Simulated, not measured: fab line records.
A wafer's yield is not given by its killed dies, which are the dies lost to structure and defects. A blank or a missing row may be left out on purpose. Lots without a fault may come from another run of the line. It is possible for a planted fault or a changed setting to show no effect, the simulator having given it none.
Split-lot experiment    flow n5_finfet    route with 1938 steps; 7 lots, 21 wafers read

ON THE SPLIT
At N5_BEOL_M10_COAT_22 (resist thk 90 nm), the setting spin_rpm was moved away from the recipe's 1500 rpm on 7 of the 21 wafers read, by -7.9% to +7.3%. The other wafers ran this setting at the recipe's value.

The split's own step is where the reading is taken.

THE READING
CAR-ArF_of_BEOL_M10_COAT_22.thk_nm (the simulator's own value, which no gauge read), in nm, at N5_BEOL_M10_COAT_22 (resist thk 90 nm). The file does not state a usual value for it. Across the 14 wafers here that went through the recipe, the average is 90.0 nm and the standard deviation 0.21 nm.

wafer   tool, chamber at the split  spin_rpm as run, rpm  against the recipe  CAR-ArF_of_BEOL_M10_COAT_22.thk_nm, nm  against lot-mates on the recipe
L075.1  litho_track-02, 0           1500                  recipe              90.2                                    -
L075.4  litho_track-02, 0           1500                  recipe              90.2                                    -
L075.5  litho_track-02, 0           1500                  recipe              90.4                                    -
L078.1  litho_track-03, 0           1500                  recipe              90.2                                    -
L078.2  litho_track-03, 0           1500                  recipe              89.8                                    -
L078.4  litho_track-03, 0           1500                  recipe              90                                      -
L084.2  litho_track-04, 0           1500                  recipe              90.2                                    -
L084.3  litho_track-04, 0           1500                  recipe              90.2                                    -
L084.5  litho_track-04, 0           1382                  -7.9%               93.8                                    +3.6
L085.2  litho_track-03, 0           1401                  -6.6%               93.2                                    +3.4
L085.4  litho_track-03, 0           1500                  recipe              89.8                                    -
L085.6  litho_track-03, 0           1500                  recipe              89.8                                    -
L089.1  litho_track-03, 0           1429                  -4.7%               92                                      +2.2
L089.4  litho_track-03, 0           1429                  -4.7%               92.4                                    +2.6
L089.5  litho_track-03, 0           1500                  recipe              89.8                                    -
L096.1  litho_track-04, 0           1608                  +7.2%               87                                      -2.8
L096.2  litho_track-04, 0           1500                  recipe              89.8                                    -
L096.3  litho_track-04, 0           1500                  recipe              89.8                                    -
L097.2  litho_track-03, 0           1609                  +7.3%               87                                      -2.8
L097.4  litho_track-03, 0           1500                  recipe              89.8                                    -
L097.6  litho_track-03, 0           1609                  +7.3%               86.8                                    -3.0

FIT RESULTS
A straight line over all 21 wafers: CAR-ArF_of_BEOL_M10_COAT_22.thk_nm changes by -0.45 nm for each +1% of spin_rpm; r = -0.99; the points scatter about the line by 0.22 nm.
The same after taking each lot's own level away (the mean of its wafers on the recipe; 21 wafers): -0.441 nm for each +1%; r = -0.99; scatter 0.2 nm.
On that fit, the largest move of spin_rpm shifts the reading by 3.5 nm.
The lots' own levels span 89.80 to 90.27 nm, that is 2.2 times the standard deviation above.
Hence the lot-to-lot level has little effect on the slope; both slopes agree.
Check: with one of the wafers moved furthest among these (-7.9%) left out of the fit, the line predicts +3.56 nm for it against its lot-mates. It came out at +3.6 nm against them.

OTHER SPLITS ON THESE WAFERS
Other splits were also applied to these wafers ahead of the reading. Each is held against what the fit with the lots' levels taken away leaves over:
other split on the same wafers  wafers away from the commonest value  r with CAR-ArF_of_BEOL_M10_COAT_22.thk_nm (lot level and that fit taken away)
N5_BEOL_M10_COAT_05 spin_rpm    7                                     -0.08

THE FILE'S OWN FIT
CAR-ArF_of_BEOL_M10_COAT_22.thk_nm changes by -0.445 nm for each +1% of spin_rpm, r = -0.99.
